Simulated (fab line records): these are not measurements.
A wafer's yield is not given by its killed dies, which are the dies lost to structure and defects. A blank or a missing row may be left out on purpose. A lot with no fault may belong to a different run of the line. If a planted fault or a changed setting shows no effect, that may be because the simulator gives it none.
Split-lot experiment    flow n5_finfet    7 lots, 21 wafers read, on a route of 1938 steps

== THE SPLIT ITSELF ==
At N5_BEOL_M8_COAT_22 (resist thk 30 nm), the setting spin_rpm was moved away from the recipe's 1500 rpm on 5 of the 21 wafers read, by -6.1% to +10.1%. All remaining wafers had this setting at the recipe value.

== FROM THE SPLIT TO THE READING: what the file shows between them, 2 steps ==
- N5_BEOL_M8_EXPOSE_25: exposes mask V7, target cd 40 nm (also split here: dose_mj)
- N5_BEOL_M8_PEB_26: peb time 60 s

== THE READING ==
CAR-EUV_of_BEOL_M8_COAT_22.thk_nm (the simulator's own value, which no gauge read), in nm, at N5_BEOL_M8_DEVELOP_27 (develop time 30 s). The file does not state a usual value for it. Across the 16 wafers here that went through the recipe, the average is 29.5 nm and the standard deviation 0.14 nm.

wafer   tool, chamber at the split  spin_rpm as run, rpm  against the recipe  CAR-EUV_of_BEOL_M8_COAT_22.thk_nm, nm  against lot-mates on the recipe
L080.1  litho_track-03, 0           1500                  recipe              29.8                                   -
L080.3  litho_track-03, 0           1500                  recipe              29.8                                   -
L080.6  litho_track-03, 0           1409                  -6.1%               30.8                                   +1.0
L082.2  litho_track-01, 0           1610                  +7.3%               28.6                                   -1.0
L082.4  litho_track-01, 0           1500                  recipe              29.6                                   -
L082.6  litho_track-01, 0           1500                  recipe              29.6                                   -
L083.2  litho_track-04, 0           1500                  recipe              29.6                                   -
L083.5  litho_track-04, 0           1500                  recipe              29.6                                   -
L083.3  litho_track-04, 0           1581                  +5.4%               28.8                                   -0.8
L084.3  litho_track-01, 0           1500                  recipe              29.4                                   -
L084.4  litho_track-01, 0           1500                  recipe              29.4                                   -
L084.5  litho_track-01, 0           1500                  recipe              29.4                                   -
L088.1  litho_track-03, 0           1500                  recipe              29.6                                   -
L088.3  litho_track-03, 0           1651                  +10.1%              28                                     -1.5
L088.5  litho_track-03, 0           1500                  recipe              29.4                                   -
L097.1  litho_track-01, 0           1500                  recipe              29.4                                   -
L097.4  litho_track-01, 0           1500                  recipe              29.4                                   -
L097.6  litho_track-01, 0           1425                  -5.0%               30.2                                   +0.8
L096.1  litho_track-03, 0           1500                  recipe              29.4                                   -
L096.2  litho_track-03, 0           1500                  recipe              29.4                                   -
L096.5  litho_track-03, 0           1500                  recipe              29.4                                   -

FIT RESULTS
A straight line over all 21 wafers: CAR-EUV_of_BEOL_M8_COAT_22.thk_nm changes by -0.152 nm for each +1% of spin_rpm; r = -0.96; the points scatter about the line by 0.16 nm.
The same after taking each lot's own level away (the mean of its wafers on the recipe; 21 wafers): -0.15 nm for each +1%; r = -1.00; scatter 0.044 nm.
That fit puts the effect of the largest move of spin_rpm on the reading at 1.5 nm.
Across the lots, their own levels run from 29.40 to 29.80 nm, a range of 2.8 times the standard deviation given above.
Consequently the slope shifts little with the lot-to-lot level, the two slopes agreeing.
Check: -1.5 nm against its lot-mates is what the line predicts for one of the wafers moved furthest among these (+10.1%) when that wafer is left out of the fit. Against them it came out at -1.5 nm.

== FURTHER SPLITS ON THESE WAFERS ==
Other splits were also applied to these wafers ahead of the reading. Each is held against what the fit with the lots' levels taken away leaves over:
other split on the same wafers  wafers away from the commonest value  r with CAR-EUV_of_BEOL_M8_COAT_22.thk_nm (lot level and that fit taken away)
N5_BEOL_M5_COAT_22 spin_rpm     6                                     -0.49
N5_BEOL_M7_DESCUM_33 time_s     8                                     +0.17
N5_BEOL_M8_EXPOSE_25 dose_mj    5                                     +0.40

== THE WHOLE CHAIN: every reading that the file lists as answering this split, in the file's order ==
step                   what it does       reading                                                                             change (the file's fit)               r (the file's)
N5_BEOL_M8_COAT_22     resist thk 30 nm   CAR-EUV_of_BEOL_M8_COAT_22.thk_nm (the simulator's own value, which no gauge read)  -0.14 nm for each +1% of the setting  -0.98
N5_BEOL_M8_DEVELOP_27  develop time 30 s  CAR-EUV_of_BEOL_M8_COAT_22.thk_nm (the simulator's own value, which no gauge read)  -0.15 nm for each +1% of the setting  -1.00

== FILE'S OWN FIT ==
CAR-EUV_of_BEOL_M8_COAT_22.thk_nm changes by -0.15 nm for each +1% of spin_rpm, r = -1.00.
